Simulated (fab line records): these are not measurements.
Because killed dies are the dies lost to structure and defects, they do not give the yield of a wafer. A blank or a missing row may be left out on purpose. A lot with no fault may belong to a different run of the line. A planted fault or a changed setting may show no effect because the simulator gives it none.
A lot that was struck, set against a sound lot || flow n5 finfet || 40 steps out of a route of 1938
Sound: these wafers, L113.1, L113.2, L113.4. The struck wafers were L106.2, L106.4, L106.6. The cause is given at the end.
Each step with rows lists, per side, the tool, then ch with its chambers, then its first start. Under that, the readings that differ: sound wafers || struck wafers || difference of the means || sigmas: that difference in standard deviations of wafers without a fault.
alike: readings with means less than 2 such deviations apart, plus words and numbers identical on both sides. not compared: withheld readings, readings lacking a value on some wafer, bounds such as >300 that could conceal the same value, and numbers that have no deviation in the record and whose values overlap.
Wherever a step has rows on one side only, a row that says differs or no value, or a row with sigmas, the two part there. When numbers do not overlap yet have no deviation, they are printed without sigmas and do not part them. A reading missing from all wafers of one side parts the sides only when that side holds two or more wafers.

first, 9 steps without rows for these wafers: N5_SD_EPI_N_COAT_33 (time 60 s, resist thk 35 nm); N5_SD_EPI_N_COAT_03 (resist thk 150 nm); N5_SD_EPI_N_EBR_05; N5_SD_EPI_N_SOFTBAKE_04 (time 60 s); N5_SD_EPI_N_EXPOSE_06 (exposes mask SD N BLK, target cd 120 nm); N5_SD_EPI_N_PEB_07 (peb time 60 s); N5_SD_EPI_N_DEVELOP_08 (develop time 30 s); N5_SD_EPI_N_DESCUM_14 (chemistry O2, time 7.9 s); N5_SD_EPI_N_ETCH_34 (etches SiARC in CF4, target depth 45.5 nm, time 75.8 s).
N5_SD_EPI_N_ETCH_35: etches SOC in N2/H2, overetch 108 nm, time 486 s.
  sound on rie diel-04 ch 1,2, day 8 18:59; struck on rie diel-05 ch 0,1,3, day 7 11:02
  alike: chamber pressure mTorr, drypump motor current A, oes product au, rf vpp V, showerhead plenum p Torr, throttle valve pct
  not compared: rf hours counter h
then, 17 steps without rows for these wafers: N5_SD_EPI_N_STRIP_36 (strips in N2/H2); N5_SD_EPI_N_ETCHBACK_44 (etches SiNx in CH3F/O2, stops on SiO2, target depth 14.5 nm); N5_SD_EPI_N_ETCH_45 (etches SiOCN in CH3F/O2, target depth 6 nm); N5_SD_EPI_N_ETCH_16 (etches SiO2 in CHF3/O2, target depth 5 nm); N5_SD_EPI_N_STRIP_47 (strips in CHF3/O2); N5_SD_EPI_N_SD_RECESS_17 (chemistry HBr/Cl2/O2, target depth 41 nm, time 23.7 s, bt time 3 s); N5_SD_EPI_N_STRIP_38 (strips in N2/H2); N5_SD_EPI_N_WET_ETCH_43 (etches SiO2 in dHF, time 14 s, target depth 1.5 nm); N5_SD_EPI_N_STRIP_18 (strips in SPM, time 750 s); N5_SD_EPI_N_SRD_20 (time 30 s); N5_SD_EPI_N_PRECLEAN_48 (cleans in NF3:NH3, afs cycles 2, time 20 s, sublimation time 60 s); N5_SD_EPI_N_VAPOR_ETCH_50 (etches Si in HCl, time 54 s); N5_SD_EPI_N_EPI_21 (deposits Si:P, time 690 s); N5_SD_EPI_N_PRECLEAN_24 (cleans in O3/DIW, time 60 s); N5_SD_EPI_N_SRD_25 (time 30 s); N5_SD_EPI_N_PRECLEAN_49 (cleans in NF3:NH3, afs cycles 1, time 20 s, sublimation time 60 s); N5_SD_EPI_N_LINER_46 (material SiNx, target thk 3 nm).
N5_SD_EPI_N_INSPECT_26: inspects for defects (darkfield).
  sound on defect inspect-01, day 8 23:35; struck on defect inspect-01, day 7 14:53
{"reading": "raw defect count", "sound": "252 317 273", "struck": "694 758 768", "difference": "+459", "sigmas": "+11"}
then, 8 steps without rows for these wafers: N5_SD_EPI_P_COAT_34 (time 60 s, resist thk 350 nm); N5_SD_EPI_P_COAT_35 (time 60 s, resist thk 35 nm); N5_SD_EPI_P_COAT_03 (resist thk 150 nm); N5_SD_EPI_P_EBR_05; N5_SD_EPI_P_SOFTBAKE_04 (time 60 s); N5_SD_EPI_P_EXPOSE_06 (exposes mask SD P BLK, target cd 240 nm); N5_SD_EPI_P_PEB_07 (peb time 60 s); N5_SD_EPI_P_DEVELOP_08 (develop time 30 s).
N5_SD_EPI_P_INSPECT_11: inspects for defects (macro).
  sound on defect inspect-01, day 9 00:03; struck on defect inspect-01, day 7 15:13
{"reading": "raw defect count", "sound": "1 4 1", "struck": ">300 >300 >300", "difference": "differs", "sigmas": ""}
N5_SD_EPI_P_INSPECT_26: inspects for defects (darkfield).
  sound on defect inspect-02, day 9 04:49; struck on defect inspect-02, day 7 19:00
{"reading": "raw defect count", "sound": "169 256 236", "struck": "660 738 734", "difference": "+490", "sigmas": "+13"}
-- a jump in the record: the struck wafers' starts before and after are 5 days apart (it breaks off in module SD_EPI_P and resumes in module BEOL_M4, where the first step shown is number 1111 of the route) --
N5_BEOL_M4_RC_MEAS_101:
  sound on prober-02 ch 0, day 13 18:35; struck on prober-02 ch 0, day 12 12:09
  alike: DIBL_N, DIBL_P, IOFF_N, IOFF_P, ION_N, ION_P, SS_N, SS_P, VT_N, VT_P
-- the record jumps here: 4 days lie between the struck wafers' starts before and after (it left off in module BEOL_M4 and takes up again in module PASSIVATION, whose first step shown is number 1936 of the route) --
N5_PASSIVATION_PROBE_49:
  record: rows for the struck wafers here (prober-01, day 16 14:07), none for the sound ones

== WHERE THEY PART ==
First at N5_SD_EPI_N_INSPECT_26; last, within this record, at N5_PASSIVATION_PROBE_49.

WHY: whatever the simulator had introduced
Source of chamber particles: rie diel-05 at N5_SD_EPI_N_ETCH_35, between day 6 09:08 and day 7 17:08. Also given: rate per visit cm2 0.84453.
